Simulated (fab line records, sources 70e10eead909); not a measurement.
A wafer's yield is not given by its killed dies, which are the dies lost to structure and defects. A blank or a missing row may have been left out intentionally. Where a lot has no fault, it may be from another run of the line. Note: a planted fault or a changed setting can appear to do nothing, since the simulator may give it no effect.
Chamber matching	flow nand harc	rie diel-02 running NHARC_A_CONTACT_ETCH_88: 4 sister chambers
The step etches the open film in CF4, target depth 39 nm, time 65 s. 8 wafers are shown with their chamber, then 12 later ones without.

## WAFERS PAIRED WITH THEIR CHAMBERS
wafer	chamber	showerhead plenum p Torr (Torr)	drypump motor current A (A)
L086.4	2	1.65	5.8
L088.1	0	1.86	6.0
L088.4	2	1.64	5.8
L091.3	1	1.66	5.7
L091.6	3	1.66	5.9
L090.1	3	1.66	5.8
L090.3	1	1.66	5.7
L090.4	0	1.86	5.9

## WAFERS MISSING THEIR CHAMBER
wafer	showerhead plenum p Torr (Torr)	drypump motor current A (A)
L093.1	1.86	6.0
L093.4	1.64	5.8
L093.6	1.64	5.8
L092.1	1.64	5.8
L092.2	1.86	6.0
L092.5	1.66	5.9
L096.2	1.66	5.9
L096.3	1.65	5.7
L096.4	1.64	5.8
L097.1	1.64	5.8
L097.3	1.66	5.9
L097.6	1.64	5.8

## CHAMBER TAKEN BY EACH
wafer	from the rows above	in truth
L093.1	0	0
L093.4	2	2
L093.6	2	2
L092.1	2	2
L092.2	0	0
L092.5	3	3
L096.2	3	3
L096.3	can't be placed: 2 or 1 or 3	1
L096.4	2	2
L097.1	2	2
L097.3	3	3
L097.6	2	2
11 of 12 placed correctly. From these rows, 1 cannot be placed; in 1 the true chamber is one of the candidates. Placed wrongly: 0.
How it was worked out, from the rows above alone: a wafer's distance from a chamber is the root of the sum, over the readings, of the square of ((its reading less the chamber's mean) divided by the reading's scatter). If the next closest chamber is less than 2 further off than the closest, the wafer can't be placed; otherwise it belongs to the closest. Each chamber's mean is taken over the wafers shown for it. The scatter: the root of (the sum of the squares of (reading less its chamber's mean) over the shown wafers, divided by (wafers less chambers)).
